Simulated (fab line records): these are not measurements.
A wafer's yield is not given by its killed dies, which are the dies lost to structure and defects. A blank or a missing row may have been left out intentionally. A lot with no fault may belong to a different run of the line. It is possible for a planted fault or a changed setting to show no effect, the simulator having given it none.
fab line records :: flow nand_harc
record:
  lots: 6
  wafers: 18
  last_day: 32
route steps=1302 shown A_WL_FILL@960
lots that met no fault: from a run of the same line without faults
start_h: hours from the record's opening day to when the first of the lot's shown wafers began :: wait_h: time in hours since the lot's previous step :: " identical to the entry in the row above :: L1.1+2: a single row standing in for several wafers :: - value missing, or start not given :: * or withheld: withheld :: < > ~ a bound
route shown NAME@n: a module of which the file shows steps, and the number in the route of the first :: usual: average and standard deviation across the fault-free wafers :: same: alike in all rows :: chamber/n: place in a boat :: sites: readings site by site :: _std_site: how widely they spread, as a standard deviation :: _edge_site: inner sites' mean taken away from outer sites' mean :: radius_mm: how far each site lies from the wafer's centre :: mask NAME#n: copy n :: behind: tool/chamber where the wafer was last shaped :: hold: cause of the lot's hold/its duration in hours/its outcome :: device: which transistor (n, p or np) failed to switch :: end of line: tests of these same wafers at the route's end :: for a step that has no rows: nothing shown but its recipe :: killed: at the first sort, the dies lost to defects and structure; wafer yield is something else :: map: dies across one wafer; x = killed, . = not, _ = none there
set.NAME: the setting as run; set.NAME@STEP: as run at that earlier step :: model.NAME: the simulator's own value behind a step, which no gauge read
lots at selected steps of the route; one table per step, one row per wafer
services: when a tool's chamber went out of use (start_h, in hours from the record's first day, below 0 if earlier), for how many hours, and the reason
== steps ==
step: NHARC_A_WL_FILL_STRIP_28
recipe:
  time_s: 1200
  temp_c: 72.5
  chemistry: post_etch_residue_remover
step: NHARC_A_WL_FILL_PRECLEAN_06
recipe:
  time_s: 300
  chemistry: DIW
step: NHARC_A_WL_FILL_SRD_07
step: NHARC_A_WL_FILL_ANNEAL_08
recipe:
  temp_c: 450
  time_s: 1800
step: NHARC_A_WL_FILL_ALD_10
recipe:
  target_thk_a: 500
  pulse_time_s: 10
  ald_cycles: 500
  temp_c: 300
  material: SiO2
usual:
  heater_power_w: 471/30
  precursor_pulse_height_rel: 1.001/0.022
  susceptor_temp_C: 300.01/0.21
lot.wafer: L114.1
tool: ald_hk-04
chamber: 3
start_h: 490.79
wait_h: 0.1
heater_power_w: 446
precursor_pulse_height_rel: 0.991
susceptor_temp_C: 300.08

lot.wafer: L114.2
tool: ald_hk-04
chamber: 1
start_h: 491.83
wait_h: 1.1
heater_power_w: 440
precursor_pulse_height_rel: 0.998
susceptor_temp_C: 299.82

lot.wafer: L114.4
tool: ald_hk-04
chamber: 2
start_h: 491.83
wait_h: 1.1
heater_power_w: 526
precursor_pulse_height_rel: 1.004
susceptor_temp_C: 300.31

lot.wafer: L116.4
tool: ald_hk-04
chamber: 3
start_h: 500.52
wait_h: 0.1
heater_power_w: 451
precursor_pulse_height_rel: 0.973
susceptor_temp_C: 300.22

lot.wafer: L116.6
tool: ald_hk-04
chamber: 3
start_h: 502.61
wait_h: 2.1
heater_power_w: 451
precursor_pulse_height_rel: 1.000
susceptor_temp_C: 300.13

lot.wafer: L116.5
tool: ald_hk-04
chamber: 0
start_h: 502.61
wait_h: 2.1
heater_power_w: 435
precursor_pulse_height_rel: 1.061
susceptor_temp_C: 299.71

lot.wafer: L120.2
tool: ald_hk-01
chamber: 2
start_h: 564.56
wait_h: 0.1
heater_power_w: 459
precursor_pulse_height_rel: 0.984
susceptor_temp_C: 299.94

lot.wafer: L120.4
tool: ald_hk-01
chamber: 0
start_h: 565.59
wait_h: 1.1
heater_power_w: 508
precursor_pulse_height_rel: 1.011
susceptor_temp_C: 299.67

lot.wafer: L120.6
tool: ald_hk-01
chamber: 2
start_h: 566.63
wait_h: 2.1
heater_power_w: 466
precursor_pulse_height_rel: 0.980
susceptor_temp_C: 300.20

lot.wafer: L121.2
tool: ald_hk-01
chamber: 3
start_h: 570.09
wait_h: 0.1
heater_power_w: 509
precursor_pulse_height_rel: 1.003
susceptor_temp_C: 299.73

lot.wafer: L121.3
tool: ald_hk-01
chamber: 1
start_h: 571.13
wait_h: 1.1
heater_power_w: 461
precursor_pulse_height_rel: 1.022
susceptor_temp_C: 300.06

lot.wafer: L121.6
tool: ald_hk-01
chamber: 3
start_h: 572.16
wait_h: 2.1
heater_power_w: 507
precursor_pulse_height_rel: 0.997
susceptor_temp_C: 300.07

lot.wafer: L124.3
tool: ald_hk-01
chamber: 3
start_h: 594.93
wait_h: 1.6
heater_power_w: 521
precursor_pulse_height_rel: 0.968
susceptor_temp_C: -

lot.wafer: L124.6
tool: ald_hk-01
chamber: 0
start_h: 594.93
wait_h: 1.6
heater_power_w: 515
precursor_pulse_height_rel: 0.999
susceptor_temp_C: -

lot.wafer: L124.5
tool: ald_hk-01
chamber: 1
start_h: 594.93
wait_h: 1.6
heater_power_w: 458
precursor_pulse_height_rel: 0.999
susceptor_temp_C: -

lot.wafer: L131.3
tool: ald_hk-03
chamber: 0
start_h: 657.38
wait_h: 0.1
heater_power_w: 438
precursor_pulse_height_rel: 0.948
susceptor_temp_C: 299.96

lot.wafer: L131.2
tool: ald_hk-03
chamber: 2
start_h: 658.42
wait_h: 1.1
heater_power_w: 493
precursor_pulse_height_rel: 1.043
susceptor_temp_C: 299.97

lot.wafer: L131.6
tool: ald_hk-03
chamber: 1
start_h: 659.97
wait_h: 2.6
heater_power_w: 445
precursor_pulse_height_rel: 1.053
susceptor_temp_C: 300.15
step: NHARC_A_WL_FILL_ETCHBACK_16
recipe:
  target_depth_a: 1200
  time_s: 24
  c4f8_flow_sccm: withheld
  o2_flow_sccm: 8
  ar_flow_sccm: withheld
  rf_w: 600
  bias_w: 800
  chemistry: C4F8/O2/Ar
usual:
  chamber_pressure_mTorr: 24.998/0.022
  oes_product_au: 0.985/0.025
  rf_vpp_V: 724/3.5
  run_length_s: 45.3/0.56
lot.wafer: L114.2
tool: rie_diel-07
chamber: 1
start_h: -
wait_h: -
chamber_pressure_mTorr: 25.003
oes_product_au: 1.000
rf_hours_counter_h: 0.3
rf_vpp_V: 720
run_length_s: 45.8

lot.wafer: L114.1
tool: rie_diel-07
chamber: 3
start_h: -
wait_h: -
chamber_pressure_mTorr: 25.007
oes_product_au: 1.000
rf_hours_counter_h: 0.3
rf_vpp_V: 725
run_length_s: 44.4

lot.wafer: L114.4
tool: rie_diel-07
chamber: 1
start_h: -
wait_h: -
chamber_pressure_mTorr: 25.015
oes_product_au: 1.009
rf_hours_counter_h: -
rf_vpp_V: 720
run_length_s: 45.8

lot.wafer: L116.4
tool: rie_diel-01
chamber: 2
start_h: -
wait_h: -
chamber_pressure_mTorr: 24.957
oes_product_au: 1.007
rf_hours_counter_h: 5.7
rf_vpp_V: 716
run_length_s: 44.6

lot.wafer: L116.5
tool: rie_diel-01
chamber: 3
start_h: -
wait_h: -
chamber_pressure_mTorr: 25.015
oes_product_au: 1.005
rf_hours_counter_h: -
rf_vpp_V: 722
run_length_s: 44.6

lot.wafer: L116.6
tool: rie_diel-01
chamber: 0
start_h: -
wait_h: -
chamber_pressure_mTorr: 25.016
oes_product_au: 1.016
rf_hours_counter_h: -
rf_vpp_V: 726
run_length_s: 45.4

lot.wafer: L120.2
tool: rie_diel-07
chamber: 2
start_h: -
wait_h: -
chamber_pressure_mTorr: 24.990
oes_product_au: 1.003
rf_hours_counter_h: 1.6
rf_vpp_V: 723
run_length_s: 44.8

lot.wafer: L120.4
tool: rie_diel-07
chamber: 0
start_h: -
wait_h: -
chamber_pressure_mTorr: 24.995
oes_product_au: 0.999
rf_hours_counter_h: 2.3
rf_vpp_V: 720
run_length_s: 45.2

lot.wafer: L120.6
tool: rie_diel-07
chamber: 1
start_h: -
wait_h: -
chamber_pressure_mTorr: 24.986
oes_product_au: 1.007
rf_hours_counter_h: -
rf_vpp_V: 720
run_length_s: 46.0

lot.wafer: L121.3
tool: rie_diel-07
chamber: 0
start_h: -
wait_h: -
chamber_pressure_mTorr: 25.003
oes_product_au: 0.995
rf_hours_counter_h: 2.3
rf_vpp_V: 721
run_length_s: 45.8

lot.wafer: L121.2
tool: rie_diel-07
chamber: 3
start_h: -
wait_h: -
chamber_pressure_mTorr: 25.002
oes_product_au: 0.984
rf_hours_counter_h: 2.5
rf_vpp_V: 725
run_length_s: 44.4

lot.wafer: L121.6
tool: rie_diel-07
chamber: 0
start_h: -
wait_h: -
chamber_pressure_mTorr: 25.018
oes_product_au: 0.982
rf_hours_counter_h: -
rf_vpp_V: 721
run_length_s: 45.3

lot.wafer: L124.3
tool: rie_diel-05
chamber: 3
start_h: -
wait_h: -
chamber_pressure_mTorr: 24.952
oes_product_au: 1.003
rf_hours_counter_h: 0.5
rf_vpp_V: 722
run_length_s: 45.3

lot.wafer: L124.5
tool: rie_diel-05
chamber: 2
start_h: -
wait_h: -
chamber_pressure_mTorr: 25.006
oes_product_au: 1.000
rf_hours_counter_h: -
rf_vpp_V: 732
run_length_s: 46.4

lot.wafer: L124.6
tool: rie_diel-05
chamber: 3
start_h: -
wait_h: -
chamber_pressure_mTorr: 24.962
oes_product_au: 1.001
rf_hours_counter_h: -
rf_vpp_V: 722
run_length_s: 45.1

lot.wafer: L131.3
tool: rie_diel-05
chamber: 3
start_h: -
wait_h: -
chamber_pressure_mTorr: 25.017
oes_product_au: 0.992
rf_hours_counter_h: 2.5
rf_vpp_V: 723
run_length_s: 45.0

lot.wafer: L131.2
tool: rie_diel-05
chamber: 0
start_h: -
wait_h: -
chamber_pressure_mTorr: 25.017
oes_product_au: 1.010
rf_hours_counter_h: 2.1
rf_vpp_V: 728
run_length_s: 45.6

lot.wafer: L131.6
tool: rie_diel-05
chamber: 2
start_h: -
wait_h: -
chamber_pressure_mTorr: 25.001
oes_product_au: 1.004
rf_hours_counter_h: -
rf_vpp_V: 730
run_length_s: 46.3
step: NHARC_A_WL_FILL_STRIP_29
recipe:
  time_s: 20
  o2_flow_sccm: 500
  ar_flow_sccm: 0
  bias_w: 0
  chemistry: O2
usual:
  chamber_pressure_mTorr: 60.00/0.053
  drypump_motor_current_A: 5.8/0.39
  oes_product_au: 1.001/0.0085
  rf_vpp_V: 57.8/0.89
  showerhead_plenum_p_Torr: 3.54/0.12
  throttle_valve_pct: 17.036/0.0091
lot.wafer: L114.1
tool: rie_diel-07
chamber: 1
start_h: 495.57
wait_h: 0.1
chamber_pressure_mTorr: 59.97
drypump_motor_current_A: 5.8
oes_product_au: 1.005
rf_hours_counter_h: 0.3
rf_vpp_V: 56.1
showerhead_plenum_p_Torr: 3.41
throttle_valve_pct: 17.020

lot.wafer: L114.2
tool: rie_diel-07
chamber: 3
start_h: 495.57
wait_h: 0.1
chamber_pressure_mTorr: 59.98
drypump_motor_current_A: 6.5
oes_product_au: 0.993
rf_hours_counter_h: 0.3
rf_vpp_V: 57.7
showerhead_plenum_p_Torr: 3.58
throttle_valve_pct: 17.046

lot.wafer: L114.4
tool: rie_diel-07
chamber: 1
start_h: 495.57
wait_h: 0.1
chamber_pressure_mTorr: 60.05
drypump_motor_current_A: 5.8
oes_product_au: 1.007
rf_hours_counter_h: -
rf_vpp_V: 56.9
showerhead_plenum_p_Torr: 3.41
throttle_valve_pct: 17.049

lot.wafer: L116.4
tool: rie_diel-01
chamber: 3
start_h: 505.31
wait_h: 0.1
chamber_pressure_mTorr: 60.00
drypump_motor_current_A: 6.0
oes_product_au: 1.010
rf_hours_counter_h: 4.5
rf_vpp_V: 57.5
showerhead_plenum_p_Torr: 3.52
throttle_valve_pct: 17.038

lot.wafer: L116.6
tool: rie_diel-01
chamber: 0
start_h: 505.31
wait_h: 0.1
chamber_pressure_mTorr: 59.99
drypump_motor_current_A: 6.1
oes_product_au: 1.012
rf_hours_counter_h: -
rf_vpp_V: 57.3
showerhead_plenum_p_Torr: 3.58
throttle_valve_pct: 17.019

lot.wafer: L116.5
tool: rie_diel-01
chamber: 1
start_h: 505.31
wait_h: 0.1
chamber_pressure_mTorr: 60.02
drypump_motor_current_A: 5.3
oes_product_au: 0.995
rf_hours_counter_h: -
rf_vpp_V: 58.5
showerhead_plenum_p_Torr: 3.55
throttle_valve_pct: 17.038

lot.wafer: L120.4
tool: rie_diel-07
chamber: 0
start_h: 569.32
wait_h: 0.1
chamber_pressure_mTorr: 59.92
drypump_motor_current_A: 5.8
oes_product_au: 0.992
rf_hours_counter_h: 2.3
rf_vpp_V: 58.2
showerhead_plenum_p_Torr: 3.42
throttle_valve_pct: 17.052

lot.wafer: L120.2
tool: rie_diel-07
chamber: 3
start_h: 569.32
wait_h: 0.1
chamber_pressure_mTorr: 59.95
drypump_motor_current_A: 6.5
oes_product_au: 0.989
rf_hours_counter_h: 2.5
rf_vpp_V: 57.7
showerhead_plenum_p_Torr: 3.58
throttle_valve_pct: 17.030

lot.wafer: L120.6
tool: rie_diel-07
chamber: 1
start_h: 569.32
wait_h: 0.1
chamber_pressure_mTorr: 59.92
drypump_motor_current_A: 5.9
oes_product_au: 0.986
rf_hours_counter_h: -
rf_vpp_V: 57.5
showerhead_plenum_p_Torr: 3.41
throttle_valve_pct: 17.030

lot.wafer: L121.2
tool: rie_diel-07
chamber: 2
start_h: 574.85
wait_h: 0.1
chamber_pressure_mTorr: 60.07
drypump_motor_current_A: 6.1
oes_product_au: 1.014
rf_hours_counter_h: 1.7
rf_vpp_V: 57.4
showerhead_plenum_p_Torr: 3.55
throttle_valve_pct: 17.042

lot.wafer: L121.3
tool: rie_diel-07
chamber: 3
start_h: 574.85
wait_h: 0.1
chamber_pressure_mTorr: 59.91
drypump_motor_current_A: 6.5
oes_product_au: 0.999
rf_hours_counter_h: 2.5
rf_vpp_V: 57.9
showerhead_plenum_p_Torr: 3.57
throttle_valve_pct: 17.057

lot.wafer: L121.6
tool: rie_diel-07
chamber: 0
start_h: 574.85
wait_h: 0.1
chamber_pressure_mTorr: 60.02
drypump_motor_current_A: 5.8
oes_product_au: 1.003
rf_hours_counter_h: -
rf_vpp_V: 57.4
showerhead_plenum_p_Torr: 3.42
throttle_valve_pct: 17.043

lot.wafer: L124.3
tool: rie_diel-05
chamber: 3
start_h: 598.10
wait_h: 0.1
chamber_pressure_mTorr: 60.04
drypump_motor_current_A: 6.0
oes_product_au: 1.001
rf_hours_counter_h: 0.5
rf_vpp_V: 58.8
showerhead_plenum_p_Torr: 3.49
throttle_valve_pct: 17.036

lot.wafer: L124.6
tool: rie_diel-05
chamber: 2
start_h: 598.10
wait_h: 0.1
chamber_pressure_mTorr: 60.00
drypump_motor_current_A: 5.4
oes_product_au: 0.994
rf_hours_counter_h: -
rf_vpp_V: 58.7
showerhead_plenum_p_Torr: 3.77
throttle_valve_pct: 17.024

lot.wafer: L124.5
tool: rie_diel-05
chamber: 3
start_h: 598.10
wait_h: 0.1
chamber_pressure_mTorr: 60.00
drypump_motor_current_A: 6.0
oes_product_au: 0.990
rf_hours_counter_h: -
rf_vpp_V: 58.1
showerhead_plenum_p_Torr: 3.49
throttle_valve_pct: 17.033

lot.wafer: L131.2
tool: rie_diel-05
chamber: 0
start_h: 662.14
wait_h: 0.1
chamber_pressure_mTorr: 59.92
drypump_motor_current_A: 5.5
oes_product_au: 1.008
rf_hours_counter_h: 2.1
rf_vpp_V: 58.8
showerhead_plenum_p_Torr: 3.66
throttle_valve_pct: 17.038

lot.wafer: L131.3
tool: rie_diel-05
chamber: 3
start_h: 662.14
wait_h: 0.1
chamber_pressure_mTorr: 60.04
drypump_motor_current_A: 5.9
oes_product_au: 0.989
rf_hours_counter_h: 2.5
rf_vpp_V: 58.1
showerhead_plenum_p_Torr: 3.49
throttle_valve_pct: 17.035

lot.wafer: L131.6
tool: rie_diel-05
chamber: 1
start_h: 662.14
wait_h: 0.1
chamber_pressure_mTorr: 60.04
drypump_motor_current_A: 5.2
oes_product_au: 0.993
rf_hours_counter_h: -
rf_vpp_V: 56.7
showerhead_plenum_p_Torr: 3.63
throttle_valve_pct: 17.032
step: NHARC_A_WL_FILL_ETCHBACK_17
recipe:
  target_depth_a: 40
  time_s: 26.7
  chemistry: Cl2/BCl3
usual:
  chamber_pressure_mTorr: 10.000/0.0085
  drypump_motor_current_A: 5.7/0.35
  oes_product_au: 1.004/0.0085
  run_length_s: 48.2/0.51
lot.wafer: L114.1
tool: rie_metal-02
chamber: 1
start_h: 495.66
wait_h: -
chamber_pressure_mTorr: 10.005
drypump_motor_current_A: 5.7
oes_product_au: 0.994
rf_hours_counter_h: 0.7
run_length_s: 47.9

lot.wafer: L114.2
tool: rie_metal-02
chamber: 0
start_h: 495.66
wait_h: -
chamber_pressure_mTorr: 10.003
drypump_motor_current_A: 5.8
oes_product_au: 0.999
rf_hours_counter_h: 0.7
run_length_s: 48.8

lot.wafer: L114.4
tool: rie_metal-02
chamber: 1
start_h: 495.66
wait_h: -
chamber_pressure_mTorr: 9.994
drypump_motor_current_A: 5.7
oes_product_au: 1.007
rf_hours_counter_h: -
run_length_s: 47.9

lot.wafer: L116.4
tool: rie_metal-01
chamber: 1
start_h: 505.45
wait_h: -
chamber_pressure_mTorr: 10.021
drypump_motor_current_A: 6.0
oes_product_au: 0.993
rf_hours_counter_h: -
run_length_s: 48.7

lot.wafer: L116.6
tool: rie_metal-01
chamber: 0
start_h: 505.45
wait_h: -
chamber_pressure_mTorr: 9.999
drypump_motor_current_A: 5.7
oes_product_au: 1.014
rf_hours_counter_h: -
run_length_s: 47.8

lot.wafer: L116.5
tool: rie_metal-01
chamber: 1
start_h: 505.45
wait_h: -
chamber_pressure_mTorr: 10.016
drypump_motor_current_A: 5.9
oes_product_au: 0.995
rf_hours_counter_h: -
run_length_s: 48.6

lot.wafer: L120.2
tool: rie_metal-01
chamber: 1
start_h: 569.40
wait_h: -
chamber_pressure_mTorr: 9.996
drypump_motor_current_A: 6.0
oes_product_au: 0.994
rf_hours_counter_h: 2.3
run_length_s: 49.1

lot.wafer: L120.4
tool: rie_metal-01
chamber: 0
start_h: 569.40
wait_h: -
chamber_pressure_mTorr: 9.985
drypump_motor_current_A: 5.7
oes_product_au: 1.011
rf_hours_counter_h: -
run_length_s: 47.5

lot.wafer: L120.6
tool: rie_metal-01
chamber: 1
start_h: 569.40
wait_h: -
chamber_pressure_mTorr: 10.003
drypump_motor_current_A: 6.0
oes_product_au: 0.998
rf_hours_counter_h: -
run_length_s: 48.7

lot.wafer: L121.2
tool: rie_metal-03
chamber: 1
start_h: 574.93
wait_h: -
chamber_pressure_mTorr: 9.979
drypump_motor_current_A: 5.0
oes_product_au: 1.009
rf_hours_counter_h: 0.7
run_length_s: 47.6

lot.wafer: L121.3
tool: rie_metal-03
chamber: 0
start_h: 574.93
wait_h: -
chamber_pressure_mTorr: 10.010
drypump_motor_current_A: 6.2
oes_product_au: 1.002
rf_hours_counter_h: -
run_length_s: 48.4

lot.wafer: L121.6
tool: rie_metal-03
chamber: 0
start_h: 574.93
wait_h: -
chamber_pressure_mTorr: 10.007
drypump_motor_current_A: 6.2
oes_product_au: 0.993
rf_hours_counter_h: -
run_length_s: 47.9

lot.wafer: L124.3
tool: rie_metal-01
chamber: 0
start_h: 598.25
wait_h: -
chamber_pressure_mTorr: 9.998
drypump_motor_current_A: 5.7
oes_product_au: 1.011
rf_hours_counter_h: -
run_length_s: 47.7

lot.wafer: L124.6
tool: rie_metal-01
chamber: 1
start_h: 598.25
wait_h: -
chamber_pressure_mTorr: 10.014
drypump_motor_current_A: 6.0
oes_product_au: 0.996
rf_hours_counter_h: -
run_length_s: 48.4

lot.wafer: L124.5
tool: rie_metal-01
chamber: 0
start_h: 598.25
wait_h: -
chamber_pressure_mTorr: 10.006
drypump_motor_current_A: 5.7
oes_product_au: 1.014
rf_hours_counter_h: -
run_length_s: 47.8

lot.wafer: L131.2
tool: rie_metal-02
chamber: 1
start_h: 662.23
wait_h: -
chamber_pressure_mTorr: 9.997
drypump_motor_current_A: 5.7
oes_product_au: 0.986
rf_hours_counter_h: 0.4
run_length_s: 48.2

lot.wafer: L131.3
tool: rie_metal-02
chamber: 0
start_h: 662.23
wait_h: -
chamber_pressure_mTorr: 10.002
drypump_motor_current_A: 5.8
oes_product_au: 1.018
rf_hours_counter_h: -
run_length_s: 48.5

lot.wafer: L131.6
tool: rie_metal-02
chamber: 0
start_h: 662.23
wait_h: -
chamber_pressure_mTorr: 10.011
drypump_motor_current_A: 5.8
oes_product_au: 1.008
rf_hours_counter_h: -
run_length_s: 49.3
step: NHARC_A_WL_FILL_PRECLEAN_18
recipe:
  time_s: 30
  chemistry: dHF
step: NHARC_A_WL_FILL_SRD_21
step: NHARC_A_WL_FILL_CVD_23
recipe:
  target_thk_a: 400
  temp_c: 620
  pressure_mtorr: 200
  time_s: 800
  material: poly-Si
step: NHARC_A_WL_FILL_ETCHBACK_26
recipe:
  target_depth_a: 520
  time_s: 13.3
  hbr_flow_sccm: 150
  rf_w: 350
  icp_w: 350
  bias_w: 60
  chemistry: HBr
usual:
  chamber_pressure_mTorr: 14.998/0.014
  drypump_motor_current_A: 5.7/0.64
  oes_product_au: 1.000/0.0094
  run_length_s: 34.4/0.43
  throttle_valve_pct: 23.266/0.0086
lot.wafer: L114.4
tool: rie_si-04
chamber: 2
start_h: 500.81
wait_h: 0.4
chamber_pressure_mTorr: 14.997
drypump_motor_current_A: 5.3
oes_product_au: 0.998
rf_hours_counter_h: 1.1
run_length_s: 34.0
throttle_valve_pct: 23.270

lot.wafer: L114.2
tool: rie_si-04
chamber: 0
start_h: 500.81
wait_h: 0.4
chamber_pressure_mTorr: 15.011
drypump_motor_current_A: 6.5
oes_product_au: 0.988
rf_hours_counter_h: 1.0
run_length_s: 34.2
throttle_valve_pct: 23.252

lot.wafer: L114.1
tool: rie_si-04
chamber: 1
start_h: 500.81
wait_h: 0.4
chamber_pressure_mTorr: 14.995
drypump_motor_current_A: 6.5
oes_product_au: 0.987
rf_hours_counter_h: 1.0
run_length_s: 34.4
throttle_valve_pct: 23.258

lot.wafer: L116.4
tool: rie_si-04
chamber: 2
start_h: 510.63
wait_h: 0.4
chamber_pressure_mTorr: 14.980
drypump_motor_current_A: 5.3
oes_product_au: 1.000
rf_hours_counter_h: 1.1
run_length_s: 33.7
throttle_valve_pct: 23.256

lot.wafer: L116.6
tool: rie_si-04
chamber: 1
start_h: 510.63
wait_h: 0.4
chamber_pressure_mTorr: 15.022
drypump_motor_current_A: 6.5
oes_product_au: 0.978
rf_hours_counter_h: -
run_length_s: 34.6
throttle_valve_pct: 23.272

lot.wafer: L116.5
tool: rie_si-04
chamber: 2
start_h: 510.63
wait_h: 0.4
chamber_pressure_mTorr: 15.013
drypump_motor_current_A: 5.3
oes_product_au: 1.004
rf_hours_counter_h: -
run_length_s: 34.3
throttle_valve_pct: 23.259

lot.wafer: L120.2
tool: rie_si-04
chamber: 2
start_h: 576.15
wait_h: 0.4
chamber_pressure_mTorr: 15.023
drypump_motor_current_A: 5.3
oes_product_au: 0.987
rf_hours_counter_h: 0.2
run_length_s: 29.2
throttle_valve_pct: 23.251

lot.wafer: L120.4
tool: rie_si-04
chamber: 1
start_h: 576.15
wait_h: 0.4
chamber_pressure_mTorr: 15.010
drypump_motor_current_A: 6.5
oes_product_au: 0.992
rf_hours_counter_h: 0.2
run_length_s: 30.2
throttle_valve_pct: 23.271

lot.wafer: L120.6
tool: rie_si-04
chamber: 2
start_h: 576.15
wait_h: 0.4
chamber_pressure_mTorr: 15.004
drypump_motor_current_A: 5.3
oes_product_au: 0.995
rf_hours_counter_h: -
run_length_s: 29.2
throttle_valve_pct: 23.270

lot.wafer: L121.2
tool: rie_si-04
chamber: 0
start_h: 580.04
wait_h: 0.4
chamber_pressure_mTorr: 14.979
drypump_motor_current_A: 6.5
oes_product_au: 1.002
rf_hours_counter_h: 0.3
run_length_s: 29.1
throttle_valve_pct: 23.257

lot.wafer: L121.3
tool: rie_si-04
chamber: 1
start_h: 580.04
wait_h: 0.4
chamber_pressure_mTorr: 14.996
drypump_motor_current_A: 6.5
oes_product_au: 1.001
rf_hours_counter_h: 0.2
run_length_s: 30.2
throttle_valve_pct: 23.265

lot.wafer: L121.6
tool: rie_si-04
chamber: 0
start_h: 580.04
wait_h: 0.4
chamber_pressure_mTorr: 14.994
drypump_motor_current_A: 6.5
oes_product_au: 1.004
rf_hours_counter_h: -
run_length_s: 29.2
throttle_valve_pct: 23.265

lot.wafer: L124.3
tool: rie_si-03
chamber: 3
start_h: 603.45
wait_h: 0.4
chamber_pressure_mTorr: 14.993
drypump_motor_current_A: 4.7
oes_product_au: 1.002
rf_hours_counter_h: 0.2
run_length_s: 34.9
throttle_valve_pct: 23.265

lot.wafer: L124.5
tool: rie_si-03
chamber: 3
start_h: 603.45
wait_h: 0.4
chamber_pressure_mTorr: 15.023
drypump_motor_current_A: 4.7
oes_product_au: 1.009
rf_hours_counter_h: -
run_length_s: 34.9
throttle_valve_pct: 23.274

lot.wafer: L124.6
tool: rie_si-03
chamber: 0
start_h: 603.45
wait_h: 0.4
chamber_pressure_mTorr: 14.991
drypump_motor_current_A: 5.4
oes_product_au: 1.005
rf_hours_counter_h: -
run_length_s: 34.0
throttle_valve_pct: 23.280

lot.wafer: L131.3
tool: rie_si-03
chamber: 1
start_h: 667.35
wait_h: 0.4
chamber_pressure_mTorr: 15.000
drypump_motor_current_A: 6.3
oes_product_au: 1.004
rf_hours_counter_h: 0.6
run_length_s: 34.1
throttle_valve_pct: 23.261

lot.wafer: L131.2
tool: rie_si-03
chamber: 2
start_h: 667.35
wait_h: 0.4
chamber_pressure_mTorr: 14.988
drypump_motor_current_A: 5.4
oes_product_au: 1.023
rf_hours_counter_h: 0.6
run_length_s: 34.9
throttle_valve_pct: 23.270

lot.wafer: L131.6
tool: rie_si-03
chamber: 0
start_h: 667.35
wait_h: 0.4
chamber_pressure_mTorr: 15.004
drypump_motor_current_A: 5.4
oes_product_au: 1.022
rf_hours_counter_h: -
run_length_s: 34.2
throttle_valve_pct: 23.274
step: NHARC_A_WL_FILL_PRECLEAN_30
recipe:
  time_s: 10
  chemistry: dHF
== services ==
tool: rie_diel-01
chamber: 3
start_h: 467.43
hours: 14.2
kind: repair

tool: rie_diel-07
chamber: -
start_h: 471.20
hours: 9.0
kind: pm

tool: ald_hk-01
chamber: -
start_h: 477.21
hours: 10.0
kind: pm

tool: rie_diel-01
chamber: 0
start_h: 481.60
hours: 4.0
kind: repair

tool: rie_diel-07
chamber: 2
start_h: 482.87
hours: 5.0
kind: repair

tool: rie_diel-07
chamber: 2
start_h: 494.50
hours: 22.6
kind: repair

tool: rie_metal-01
chamber: 1
start_h: 506.98
hours: 5.7
kind: repair

tool: rie_si-04
chamber: -
start_h: 519.00
hours: 9.0
kind: pm

tool: rie_metal-02
chamber: 1
start_h: 521.60
hours: 4.0
kind: repair

tool: rie_diel-01
chamber: 3
start_h: 521.84
hours: 6.8
kind: repair

tool: rie_metal-01
chamber: -
start_h: 575.00
hours: 9.0
kind: pm

tool: rie_diel-05
chamber: -
start_h: 583.72
hours: 9.0
kind: pm

tool: rie_diel-07
chamber: -
start_h: 595.18
hours: 0.4
kind: repair

tool: rie_diel-07
chamber: -
start_h: 595.96
hours: 0.7
kind: repair

tool: rie_diel-07
chamber: 1
start_h: 598.91
hours: 6.3
kind: repair

tool: ald_hk-01
chamber: -
start_h: 623.09
hours: 1.2
kind: repair

tool: rie_diel-05
chamber: 0
start_h: 626.57
hours: 11.1
kind: repair

tool: rie_si-04
chamber: -
start_h: 627.10
hours: 0.4
kind: repair

tool: rie_diel-07
chamber: 2
start_h: 645.30
hours: 15.7
kind: repair

tool: rie_diel-07
chamber: -
start_h: 648.20
hours: 9.0
kind: pm

tool: rie_si-04
chamber: -
start_h: 650.75
hours: 1.5
kind: repair

tool: ald_hk-01
chamber: -
start_h: 655.21
hours: 10.0
kind: pm

tool: rie_si-04
chamber: -
start_h: 655.31
hours: 0.5
kind: repair

tool: rie_metal-01
chamber: 1
start_h: 656.57
hours: 35.0
kind: repair
== key ==
first_sign:
  step: NHARC_A_WL_FILL_ETCHBACK_26
  reading: run_length_s
  direction: down
  sigmas: 11
  usual: *
  struck: *
effect none on later readings
met_at NHARC_A_WL_FILL_ETCHBACK_26
struck_wafers L120.2,L120.4,L120.6,L121.2,L121.3,L121.6
tester_left_out L120,L121
onset_between 510.63 576.15
fault:
  kind: process_parameter_drift
  tool: rie_si-04
  chamber: -
  onset_h: 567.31
  steps: NHARC_A_WL_FILL_ETCHBACK_26
  channel: time_s
  offset: *
  shape: step
  end_h: 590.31
  acts_in: *
  stated: *
tester_left_out: of these lots the tester's yield and bins aren't shown, on N5 and GAA mostly nor the transistor test; their killed dies are dies lost to structure and defects alone, not to doping, threshold or leakage, so they don't give the yield
